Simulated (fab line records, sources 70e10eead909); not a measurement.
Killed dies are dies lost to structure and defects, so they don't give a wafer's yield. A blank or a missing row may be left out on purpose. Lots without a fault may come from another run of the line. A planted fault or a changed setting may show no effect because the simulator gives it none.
Which tool did it? | flow nand_harc | 6 lots, 18 wafers sampled, at 3 steps of a route of 1302

WHAT THE GAUGES READ, wafer by wafer
NHARC_A_ONON_D2_THK_MEAS_34: measures by ellipsometry.
lot  | measured     | on            | thk_nm (nm)
L955 | day 13 03:45 | film_metro-01 | 194.8 195.1 198.1
L962 | day 16 12:56 | film_metro-02 | 197.9 198.3 201.1
L966 | day 18 01:11 | film_metro-01 | 199.8 198.1 199.9
L971 | day 19 21:58 | film_metro-02 | 205.5 211.4 206.8
L975 | day 21 23:55 | film_metro-02 | 196.9 196.6 202.8
L977 | day 22 07:33 | film_metro-01 | 200.8 196.9 200.5

WHICH TOOL RAN EACH LOT (tool, then ch and the chambers of the sampled wafers, then the start)
lot  | NHARC_A_DECK1_JOINT_CMP_02    | NHARC_A_ONON_D2_DEP_33
L955 | cmp-02 ch 0,1,2, day 12 12:55 | pecvd-02 ch 1,2, day 13 03:20
L962 | cmp-01 ch 0,2,3, day 15 22:55 | pecvd-01 ch 0,2, day 16 12:31
L966 | cmp-01 ch 1,3, day 17 10:51   | pecvd-04 ch 0,1,2, day 18 00:46
L971 | cmp-02 ch 0,1,2, day 19 08:38 | pecvd-01 ch 1,2, day 19 21:33
L975 | cmp-02 ch 0,1,3, day 21 06:58 | pecvd-02 ch 0,1, day 21 23:30
L977 | cmp-02 ch 1,2,3, day 21 17:16 | pecvd-02 ch 1,2, day 22 07:08
- NHARC_A_DECK1_JOINT_CMP_02: polishes SiOx.
- NHARC_A_ONON_D2_DEP_33: deposits SiO2, target thk 200 nm.

THE ANSWER, worked out from the rows above alone
Rule: what is usual is taken from the lots themselves. Put in order of their means at a reading, lots are off if they are a third of the lots or fewer, leave a main group of 4 or more, and stand apart from it by a gap of 3 or more times the standard deviation of the main group's means; of several such gaps the widest counts. A main group whose means are all the same, to the digits that the tables above print for the reading, isn't used. A lot without any number at a reading at which 4 lots or more have one is off too. The other lots that the step has rows for count as sound.
Off: L971, at NHARC_A_ONON_D2_THK_MEAS_34 (thk_nm). The main group: mean 198.5 nm, standard deviation 1.3.
A tool fits if, at a process step before that reading, it ran every lot that is off, and no sound lot after the first of them. The gauges at NHARC_A_ONON_D2_THK_MEAS_34 are tried like those tools. One fits: pecvd-01 at NHARC_A_ONON_D2_DEP_33. Its last sound lot is L962 (day 16 12:31), its first lot that is off L971 (day 19 21:33): a fault that began between those two fits.

WHAT THE SIMULATOR HAD PUT IN
Process parameter drift: pecvd-01, from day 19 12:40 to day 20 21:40, at NHARC_A_ONON_D2_DEP_33. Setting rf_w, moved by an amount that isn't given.
Lots struck among those shown: L971. The rule above found the same.
